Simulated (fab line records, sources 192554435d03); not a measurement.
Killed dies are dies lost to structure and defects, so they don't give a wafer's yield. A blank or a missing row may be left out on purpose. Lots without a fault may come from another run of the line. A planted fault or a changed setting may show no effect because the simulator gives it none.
Chamber matching | flow n5_finfet | N5_BEOL_M3_DEP_57 on pecvd-01: 3 sister chambers
The step deposits SiCN from 3MS/NH3, target thk 8 nm, time 14 s. 16 wafers are shown with their chamber, then 8 later ones without.

WAFERS WITH THEIR CHAMBER
wafer  | chamber | rf_fwd_power_W (W) | throttle_valve_pct (%) | showerhead_plenum_p_Torr (Torr)
L074.2 | 1       | 197.2              | 9.0                    | 3.665
L074.3 | 0       | 200.1              | 9.5                    | 3.676
L074.4 | 0       | 200.2              | 9.6                    | 3.668
L077.2 | 2       | 199.3              | 8.7                    | 3.661
L077.3 | 1       | 197.8              | 8.9                    | 3.666
L077.4 | 1       | 197.8              | 9.1                    | 3.669
L076.3 | 1       | 197.4              | 9.0                    | 3.663
L076.5 | 1       | 197.6              | 9.2                    | 3.666
L076.6 | 0       | 200.7              | 9.3                    | 3.670
L078.1 | 2       | 200.1              | 8.7                    | 3.661
L078.4 | 2       | 199.8              | 8.6                    | 3.665
L078.5 | 1       | 197.7              | 8.8                    | 3.668
L082.1 | 2       | 200.1              | 8.6                    | 3.664
L082.4 | 1       | 197.0              | 8.7                    | 3.670
L082.6 | 2       | 199.7              | 8.7                    | 3.666
L083.1 | 2       | 198.9              | 8.8                    | 3.663

SIGNATURES (means of the wafers above)
reading                  | chamber 0 | chamber 1 | chamber 2 | scatter within a chamber
rf_fwd_power_W           | 200.333   | 197.500   | 199.650   | 0.382
throttle_valve_pct       | 9.467     | 8.957     | 8.683     | 0.139
showerhead_plenum_p_Torr | 3.67133   | 3.66671   | 3.66333   | 0.00265
Rule: a wafer's distance from a chamber is the root of the sum, over the readings, of the square of ((its reading less the chamber's mean) divided by the reading's scatter). The wafer belongs to the nearest chamber; if the next one is less than 2 further off, it can't be placed. The scatter: the root of (the sum of the squares of (reading less its chamber's mean) over the shown wafers, divided by (wafers less chambers)).

WAFERS WITHOUT THEIR CHAMBER
wafer  | rf_fwd_power_W (W) | throttle_valve_pct (%) | showerhead_plenum_p_Torr (Torr)
L083.4 | 197.9              | 8.7                    | 3.663
L083.5 | 199.5              | 9.5                    | 3.673
L090.2 | 199.9              | 9.8                    | 3.680
L090.3 | 199.4              | 8.8                    | 3.667
L090.6 | 199.7              | 8.5                    | 3.657
L093.1 | 199.9              | 9.6                    | 3.664
L093.5 | 197.3              | 8.9                    | 3.659
L093.6 | 198.6              | 8.5                    | 3.657

WHICH CHAMBER EACH WENT THROUGH
wafer  | from the rows above     | in truth
L083.4 | 1                       | 1
L083.5 | 0                       | 0
L090.2 | 0                       | 0
L090.3 | 2                       | 2
L090.6 | 2                       | 2
L093.1 | 0                       | 0
L093.5 | 1                       | 1
L093.6 | can't be placed: 2 or 1 | 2
Placed correctly: 7 of 8. Can't be placed from these rows: 1 (the true chamber is among the candidates in 1). Placed wrongly: 0.
